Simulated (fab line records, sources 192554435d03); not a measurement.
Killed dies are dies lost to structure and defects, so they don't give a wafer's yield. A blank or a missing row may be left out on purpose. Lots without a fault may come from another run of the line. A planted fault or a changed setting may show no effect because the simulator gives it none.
Chamber matching | flow n5_finfet | N5_GATE_CUT_STRIP_59 on rie_diel-06: 4 sister chambers
The step strips in N2/H2, time 20 s. 27 wafers are shown with their chamber, then 12 later ones without.

WAFERS WITH THEIR CHAMBER
wafer  | chamber | drypump_motor_current_A (A) | showerhead_plenum_p_Torr (Torr) | throttle_valve_pct (%)
L074.2 | 1       | 6.2                         | 3.33                            | 11.82
L074.4 | 0       | 5.6                         | 3.23                            | 12.27
L074.5 | 3       | 5.6                         | 3.52                            | 12.10
L078.2 | 3       | 5.6                         | 3.51                            | 12.13
L078.3 | 0       | 5.6                         | 3.23                            | 12.27
L078.5 | 1       | 6.2                         | 3.33                            | 11.85
L080.2 | 3       | 5.6                         | 3.51                            | 12.12
L080.3 | 1       | 6.2                         | 3.33                            | 11.84
L080.6 | 2       | 6.0                         | 3.54                            | 11.80
L081.2 | 3       | 5.6                         | 3.51                            | 12.14
L081.3 | 1       | 6.2                         | 3.33                            | 11.84
L081.4 | 2       | 6.0                         | 3.54                            | 11.80
L082.1 | 0       | 5.6                         | 3.22                            | 12.31
L082.2 | 2       | 6.0                         | 3.54                            | 11.81
L082.4 | 1       | 6.2                         | 3.33                            | 11.87
L083.1 | 2       | 6.0                         | 3.54                            | 11.81
L083.3 | 0       | 5.7                         | 3.22                            | 12.31
L083.6 | 0       | 5.6                         | 3.22                            | 12.30
L085.4 | 3       | 5.6                         | 3.51                            | 12.16
L085.5 | 2       | 6.0                         | 3.53                            | 11.82
L085.6 | 1       | 6.2                         | 3.32                            | 11.88
L088.1 | 1       | 6.2                         | 3.32                            | 11.89
L088.2 | 0       | 5.6                         | 3.22                            | 12.32
L088.6 | 1       | 6.2                         | 3.32                            | 11.89
L089.1 | 3       | 5.6                         | 3.50                            | 12.16
L089.3 | 2       | 6.0                         | 3.53                            | 11.84
L089.5 | 2       | 6.0                         | 3.53                            | 11.84

SIGNATURES (means of the wafers above)
reading                  | chamber 0 | chamber 1 | chamber 2 | chamber 3 | scatter within a chamber
drypump_motor_current_A  | 5.617     | 6.200     | 6.000     | 5.600     | 0.019
showerhead_plenum_p_Torr | 3.2233    | 3.3262    | 3.5357    | 3.5100    | 0.00549
throttle_valve_pct       | 12.2967   | 11.8600   | 11.8171   | 12.1350   | 0.0225
Rule: a wafer's distance from a chamber is the root of the sum, over the readings, of the square of ((its reading less the chamber's mean) divided by the reading's scatter). The wafer belongs to the nearest chamber; if the next one is less than 2 further off, it can't be placed. The scatter: the root of (the sum of the squares of (reading less its chamber's mean) over the shown wafers, divided by (wafers less chambers)).

WAFERS WITHOUT THEIR CHAMBER
wafer  | drypump_motor_current_A (A) | showerhead_plenum_p_Torr (Torr) | throttle_valve_pct (%)
L090.3 | 5.6                         | 3.50                            | 12.18
L090.4 | 6.2                         | 3.32                            | 11.90
L090.6 | 6.2                         | 3.32                            | 11.90
L095.2 | 6.2                         | 3.31                            | 11.93
L095.3 | 5.6                         | 3.21                            | 12.35
L095.5 | 6.0                         | 3.52                            | 11.86
L096.1 | 6.2                         | 3.31                            | 11.91
L096.2 | 6.0                         | 3.52                            | 11.87
L096.5 | 5.6                         | 3.21                            | 12.36
L097.2 | 5.6                         | 3.21                            | 12.38
L097.3 | 5.6                         | 3.50                            | 12.20
L097.6 | 6.0                         | 3.52                            | 11.89

WHICH CHAMBER EACH WENT THROUGH
wafer  | from the rows above | in truth
L090.3 | 3                   | 3
L090.4 | 1                   | 1
L090.6 | 1                   | 1
L095.2 | 1                   | 1
L095.3 | 0                   | 0
L095.5 | 2                   | 2
L096.1 | 1                   | 1
L096.2 | 2                   | 2
L096.5 | 0                   | 0
L097.2 | 0                   | 0
L097.3 | 3                   | 3
L097.6 | 2                   | 2
Placed correctly: 12 of 12. Can't be placed from these rows: 0. Placed wrongly: 0.
